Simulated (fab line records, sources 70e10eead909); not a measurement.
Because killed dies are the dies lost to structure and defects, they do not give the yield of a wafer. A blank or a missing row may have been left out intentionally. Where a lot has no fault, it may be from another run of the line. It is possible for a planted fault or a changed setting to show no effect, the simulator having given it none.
Which tool did it? | flow nand-harc | 72 wafers from 24 lots sampled at 4 of the route's 1159 steps

WHAT EACH GAUGE READ, for each wafer
NHARC_A_CHANNEL_HOLE_D1_INSPECT_40. Usual: raw-defect-count 57, standard deviation 15.
lot  | measured     | on                | raw-defect-count | flag
L075 | day 8 19:58  | defect-inspect-01 | 60 59 65         |
L074 | day 9 00:43  | defect-inspect-01 | 44 49 47         |
L076 | day 9 04:55  | defect-inspect-02 | 23 46 36         |
L077 | day 9 01:01  | defect-inspect-02 | 71 53 51         |
L079 | day 9 09:46  | defect-inspect-02 | 44 59 73         |
L078 | day 9 10:10  | defect-inspect-01 | 56 83 35         |
L080 | day 10 04:08 | defect-inspect-02 | 40 64 75         |
L081 | day 10 18:00 | defect-inspect-01 | 40 55 45         |
L082 | day 10 18:37 | defect-inspect-02 | 51 40 36         |
L083 | day 10 22:09 | defect-inspect-01 | 97 77 71         |
L084 | day 10 22:43 | defect-inspect-01 | 37 58 36         |
L089 | day 11 19:50 | defect-inspect-01 | 70 77 60         |
L086 | day 11 23:18 | defect-inspect-01 | 58 49 54         |
L085 | day 11 19:10 | defect-inspect-01 | 40 34 50         |
L088 | day 12 03:46 | defect-inspect-01 | 95 74 46         |
L087 | day 12 04:32 | defect-inspect-01 | 59 56 40         |
L090 | day 12 12:49 | defect-inspect-02 | 60 66 49         |
L091 | day 12 20:43 | defect-inspect-02 | 66 62 56         |
L092 | day 13 05:10 | defect-inspect-01 | 65 76 49         |
L094 | day 13 06:32 | defect-inspect-02 | 34 46 54         |
L093 | day 13 09:28 | defect-inspect-01 | 88 64 73         |
L095 | day 13 15:58 | defect-inspect-01 | 34 49 57         |
L096 | day 13 14:58 | defect-inspect-01 | 93 88 80         |
L097 | day 14 15:40 | defect-inspect-01 | 51 47 49         |

WHICH TOOL RAN EACH LOT (tool, then ch and the chambers of the sampled wafers, then the start)
lot  | NHARC_P_BONDPAD_ACTIVATE_29        | NHARC_A_CHANNEL_HOLE_D1_DESCUM_15  | NHARC_A_CHANNEL_HOLE_D1_ETCH_16
L075 | rie-diel-06 ch 0,1,2, day 6 17:54  | rie-diel-07 ch 1,2, day 8 13:05    | rie-diel-07 ch 0,3, day 8 19:58 or earlier
L074 | rie-diel-06 ch 0,1,2, day 6 23:43  | rie-diel-02 ch 1,2,3, day 8 17:50  | rie-diel-02 ch 1,2, day 9 00:43 or earlier
L076 | rie-diel-06 ch 0,1, day 7 04:45    | rie-diel-07 ch 0,2,3, day 8 18:10  | rie-diel-07 ch 1,3, day 9 04:55 or earlier
L077 | rie-diel-06 ch 0,1,2, day 7 05:17  | rie-diel-05 ch 0,1,2, day 8 18:01  | rie-diel-05 ch 0,1,3, day 9 01:01 or earlier
L079 | rie-diel-08 ch 0,1, day 7 11:19    | rie-diel-02 ch 0,1,3, day 9 02:40  | rie-diel-02 ch 1,3, day 9 09:46 or earlier
L078 | rie-diel-08 ch 0,2, day 7 12:12    | rie-diel-05 ch 0,1,2, day 9 02:50  | rie-diel-05 ch 2,3, day 9 10:10 or earlier
L080 | rie-diel-06 ch 1,2,3, day 8 01:12  | rie-diel-02 ch 1,3, day 9 20:09    | rie-diel-02 ch 1,3, day 9 20:57
L081 | rie-diel-06 ch 1,2, day 8 15:31    | rie-diel-05 ch 2,3, day 10 11:07   | rie-diel-05 ch 0,3, day 10 18:00 or earlier
L082 | rie-diel-08 ch 2,3, day 8 16:14    | rie-diel-02 ch 1,2, day 10 11:18   | rie-diel-02 ch 1,3, day 10 18:37 or earlier
L083 | rie-diel-06 ch 1,2,3, day 8 17:31  | rie-diel-05 ch 0,2,3, day 10 13:07 | rie-diel-05 ch 1,2,3, day 10 22:09 or earlier
L084 | rie-diel-08 ch 0,1,3, day 8 22:19  | rie-diel-02 ch 2,3, day 10 13:16   | rie-diel-02 ch 1,2,3, day 10 22:43 or earlier
L089 | rie-diel-08 ch 1,2,3, day 9 19:28  | rie-diel-07 ch 1,3, day 11 12:47   | rie-diel-07 ch 1,3, day 11 19:50 or earlier
L086 | rie-diel-06 ch 0,3, day 9 20:42    | rie-diel-05 ch 0,1,2, day 11 13:48 | rie-diel-05 ch 0,3, day 11 23:18 or earlier
L085 | rie-diel-06 ch 0,1,2, day 9 22:05  | rie-diel-02 ch 1,2,3, day 11 12:01 | rie-diel-02 ch 1,3, day 11 19:10 or earlier
L088 | rie-diel-06 ch 0,1,3, day 10 03:13 | rie-diel-02 ch 1,2,3, day 11 20:40 | rie-diel-02 ch 1,3, day 12 03:46 or earlier
L087 | rie-diel-06 ch 0,3, day 10 03:19   | rie-diel-05 ch 2,3, day 11 21:38   | rie-diel-05 ch 0,1,2, day 12 04:32 or earlier
L090 | rie-diel-01 ch 0,2,3, day 10 11:43 | rie-diel-02 ch 1,2,3, day 12 05:34 | rie-diel-02 ch 1,2,3, day 12 12:49 or earlier
L091 | rie-diel-06 ch 0,1,3, day 10 16:40 | rie-diel-07 ch 1,2,3, day 12 13:49 | rie-diel-07 ch 1,2,3, day 12 20:43 or earlier
L092 | rie-diel-01 ch 0,3, day 11 02:56   | rie-diel-02 ch 1,2,3, day 12 22:17 | rie-diel-02 ch 1,2, day 13 05:10 or earlier
L094 | rie-diel-01 ch 1,2,3, day 11 03:11 | rie-diel-07 ch 0,1,2, day 12 23:28 | rie-diel-07 ch 0,1,2, day 13 06:32 or earlier
L093 | rie-diel-08 ch 0,2,3, day 11 04:42 | rie-diel-05 ch 0,3, day 13 00:07   | rie-diel-05 ch 1,2, day 13 09:28 or earlier
L095 | rie-diel-08 ch 0,1,3, day 11 17:02 | rie-diel-02 ch 0,2,3, day 13 08:43 | rie-diel-02 ch 2,3, day 13 15:58 or earlier
L096 | rie-diel-06 ch 0,1,3, day 11 17:15 | rie-diel-05 ch 0,1,3, day 13 08:04 | rie-diel-05 ch 1,2,3, day 13 14:58 or earlier
L097 | rie-diel-06 ch 0,1,2, day 12 09:47 | rie-diel-05 ch 0,3, day 14 07:58   | rie-diel-05 ch 1,3, day 14 15:40 or earlier
- NHARC_P_BONDPAD_ACTIVATE_29: chemistry N2, time 60 s.
- NHARC_A_CHANNEL_HOLE_D1_DESCUM_15: chemistry O2, time 3 s.
- NHARC_A_CHANNEL_HOLE_D1_ETCH_16: etches the open film in O2/COS, target depth 3100 nm, time 806 s.

AS READ BY THE TOOLS THEMSELVES (means over the sampled wafers that have a number; for cases with no such wafer, the mark the record gives instead)
NHARC_P_BONDPAD_ACTIVATE_29. Usual: drypump-motor-current-A 5.8 A, standard deviation 0.59; oes-product-au 1.008 a.u., standard deviation 0.015; rf-vpp-V 64.2 V, standard deviation 1; showerhead-plenum-p-Torr 1.76 Torr, standard deviation 0.083.
lot  | tool        | drypump-motor-current-A (A) | oes-product-au (a.u.) | rf-vpp-V (V) | showerhead-plenum-p-Torr (Torr) | flag
L075 | rie-diel-06 | 5.8                         | 1.009                 | 63.7         | 1.72                            |
L074 | rie-diel-06 | 5.7                         | 1.008                 | 62.9         | 1.72                            |
L076 | rie-diel-06 | 5.5                         | 0.997                 | 64.2         | 1.77                            |
L077 | rie-diel-06 | 5.8                         | 1.012                 | 63.3         | 1.72                            |
L079 | rie-diel-08 | 6.1                         | 1.016                 | 63.9         | 1.75                            |
L078 | rie-diel-08 | 6.2                         | 1.019                 | 63.9         | 1.79                            |
L080 | rie-diel-06 | 5.8                         | 1.008                 | 63.8         | 1.78                            |
L081 | rie-diel-06 | 6.2                         | 1.014                 | 63.5         | 1.71                            |
L082 | rie-diel-08 | 6.4                         | 1.032                 | 64.3         | 1.73                            |
L083 | rie-diel-06 | 5.8                         | 1.007                 | 64.5         | 1.78                            |
L084 | rie-diel-08 | 6.2                         | 1.021                 | 64.5         | 1.73                            |
L089 | rie-diel-08 | 6.3                         | 1.019                 | 63.2         | 1.74                            |
L086 | rie-diel-06 | 5.1                         | 1.012                 | 63.6         | 1.73                            |
L085 | rie-diel-06 | 5.8                         | 1.006                 | 63.5         | 1.72                            |
L088 | rie-diel-06 | 5.3                         | 1.003                 | 64.5         | 1.78                            |
L087 | rie-diel-06 | 5.1                         | 1.010                 | 63.6         | 1.73                            |
L090 | rie-diel-01 | 5.7                         | 0.983                 | 64.5         | 1.79                            |
L091 | rie-diel-06 | 5.3                         | 1.007                 | 64.9         | 1.78                            |
L092 | rie-diel-01 | 5.6                         | 0.995                 | 64.4         | 1.70                            |
L094 | rie-diel-01 | 5.5                         | 0.988                 | 65.1         | 1.88                            |
L093 | rie-diel-08 | 6.3                         | 1.017                 | 64.7         | 1.75                            |
L095 | rie-diel-08 | 6.2                         | 1.020                 | 64.5         | 1.72                            |
L096 | rie-diel-06 | 5.3                         | 1.012                 | 63.6         | 1.78                            |
L097 | rie-diel-06 | 5.8                         | 1.015                 | 64.1         | 1.71                            |

NHARC_A_CHANNEL_HOLE_D1_DESCUM_15. Usual: drypump-motor-current-A 5.8 A, standard deviation 0.34; oes-product-au 0.999 a.u., standard deviation 0.0097; rf-vpp-V 57.8 V, standard deviation 0.88; showerhead-plenum-p-Torr 1.91 Torr, standard deviation 0.09; throttle-valve-pct 11.312 %, standard deviation 0.0089.
lot  | tool        | drypump-motor-current-A (A) | oes-product-au (a.u.) | rf-vpp-V (V) | showerhead-plenum-p-Torr (Torr) | throttle-valve-pct (%) | flag
L075 | rie-diel-07 | 5.8                         | 1.003                 | 57.6         | 1.93                            | 11.310                 |
L074 | rie-diel-02 | 5.9                         | 0.997                 | 57.9         | 1.91                            | 11.318                 |
L076 | rie-diel-07 | 6.0                         | 1.010                 | 58.1         | 1.93                            | 11.318                 |
L077 | rie-diel-05 | 5.5                         | 1.000                 | 57.8         | 1.93                            | 11.315                 |
L079 | rie-diel-02 | 5.7                         | 0.997                 | 57.3         | 1.92                            | 11.313                 |
L078 | rie-diel-05 | 5.5                         | 1.008                 | 57.6         | 1.93                            | 11.314                 |
L080 | rie-diel-02 | 5.7                         | 1.005                 | 56.9         | 1.87                            | 11.307                 |
L081 | rie-diel-05 | 5.7                         | 1.002                 | 58.1         | 1.95                            | 11.301                 |
L082 | rie-diel-02 | 6.1                         | 0.997                 | 57.8         | 1.87                            | 11.313                 |
L083 | rie-diel-05 | 5.6                         | 0.992                 | 58.5         | 1.93                            | 11.312                 |
L084 | rie-diel-02 | 6.1                         | 1.001                 | 57.6         | 1.95                            | 11.318                 |
L089 | rie-diel-07 | 6.0                         | 1.001                 | 57.8         | 1.88                            | 11.315                 |
L086 | rie-diel-05 | 5.5                         | 0.994                 | 57.5         | 1.93                            | 11.309                 |
L085 | rie-diel-02 | 5.9                         | 0.993                 | 58.0         | 1.91                            | 11.301                 |
L088 | rie-diel-02 | 5.9                         | 1.000                 | 57.0         | 1.91                            | 11.315                 |
L087 | rie-diel-05 | 5.7                         | 1.000                 | 57.4         | 1.95                            | 11.308                 |
L090 | rie-diel-02 | 5.9                         | 1.004                 | 58.5         | 1.91                            | 11.310                 |
L091 | rie-diel-07 | 5.9                         | 1.006                 | 58.2         | 1.91                            | 11.307                 |
L092 | rie-diel-02 | 5.9                         | 0.994                 | 58.1         | 1.91                            | 11.310                 |
L094 | rie-diel-07 | 5.7                         | 1.010                 | 58.5         | 1.91                            | 11.311                 |
L093 | rie-diel-05 | 5.5                         | 0.992                 | 58.5         | 1.92                            | 11.311                 |
L095 | rie-diel-02 | 5.9                         | 1.003                 | 58.6         | 1.96                            | 11.310                 |
L096 | rie-diel-05 | 5.7                         | 0.996                 | 57.3         | 1.86                            | 11.310                 |
L097 | rie-diel-05 | 5.8                         | 0.985                 | 57.8         | 1.87                            | 11.313                 |

NHARC_A_CHANNEL_HOLE_D1_ETCH_16. Usual: drypump-motor-current-A 5.8 A, standard deviation 0.33; oes-product-au 0.998 a.u., standard deviation 0.0097; rf-vpp-V 314.2 V, standard deviation 2; showerhead-plenum-p-Torr 3.12 Torr, standard deviation 0.14; throttle-valve-pct 28.330 %, standard deviation 0.009.
lot  | tool        | drypump-motor-current-A (A) | oes-product-au (a.u.) | rf-vpp-V (V) | showerhead-plenum-p-Torr (Torr) | throttle-valve-pct (%) | flag
L075 | rie-diel-07 | 5.8                         | 0.999                 | 315.0        | 3.13                            | 28.330                 |
L074 | rie-diel-02 | 5.8                         | 1.014                 | 312.7        | 2.99                            | 28.335                 |
L076 | rie-diel-07 | 6.0                         | 1.009                 | 314.0        | 3.08                            | 28.334                 |
L077 | rie-diel-05 | 5.7                         | 0.987                 | 314.8        | 3.04                            | 28.325                 |
L079 | rie-diel-02 | 5.7                         | 0.998                 | 315.2        | 3.19                            | 28.331                 |
L078 | rie-diel-05 | 5.9                         | 0.991                 | 313.9        | 3.08                            | 28.323                 |
L080 | rie-diel-02 | 5.7                         | 0.994                 | 315.1        | 3.19                            | 28.326                 |
L081 | rie-diel-05 | 5.8                         | 0.985                 | 313.5        | 3.06                            | 28.334                 |
L082 | rie-diel-02 | 5.7                         | 1.000                 | 315.7        | 3.19                            | 28.331                 |
L083 | rie-diel-05 | 5.8                         | 0.993                 | 313.2        | 3.06                            | 28.337                 |
L084 | rie-diel-02 | 5.9                         | 1.001                 | 314.9        | 3.12                            | 28.331                 |
L089 | rie-diel-07 | 6.0                         | 1.009                 | 314.4        | 3.07                            | 28.337                 |
L086 | rie-diel-05 | 5.9                         | 0.988                 | 312.9        | 3.06                            | 28.330                 |
L085 | rie-diel-02 | 5.7                         | 1.000                 | 314.1        | 3.19                            | 28.333                 |
L088 | rie-diel-02 | 5.7                         | 0.995                 | 315.3        | 3.19                            | 28.336                 |
L087 | rie-diel-05 | 5.5                         | 0.992                 | 314.0        | 3.14                            | 28.322                 |
L090 | rie-diel-02 | 5.9                         | 0.986                 | 314.5        | 3.12                            | 28.337                 |
L091 | rie-diel-07 | 5.9                         | 1.005                 | 314.5        | 3.10                            | 28.330                 |
L092 | rie-diel-02 | 5.8                         | 0.997                 | 311.8        | 2.98                            | 28.329                 |
L094 | rie-diel-07 | 5.7                         | 1.004                 | 313.8        | 3.12                            | 28.329                 |
L093 | rie-diel-05 | 5.7                         | 1.004                 | 312.8        | 3.05                            | 28.333                 |
L095 | rie-diel-02 | 6.1                         | 0.999                 | 314.8        | 3.18                            | 28.319                 |
L096 | rie-diel-05 | 5.8                         | 0.993                 | 313.1        | 3.06                            | 28.329                 |
L097 | rie-diel-05 | 5.8                         | 0.997                 | 312.6        | 2.95                            | 28.322                 |

THE ANSWER, worked out from the rows above alone
Rule: take the mean of a lot's wafers that have a number; if it is more than 3 standard deviations from the usual mean, the lot is off. Also off: a lot with no number at a reading for which 4 or more lots have one. Any other lot the step has rows for is counted as sound. First the gauges in route order, then the tools' own readings, where a lot's mean is used as printed above. At the first step where some lot is off, the reading lying furthest off is the one used; lots without a number count as furthest.
None of the lots is off at any reading shown; this tells nothing.

WHAT THE SIMULATOR HAD PUT IN
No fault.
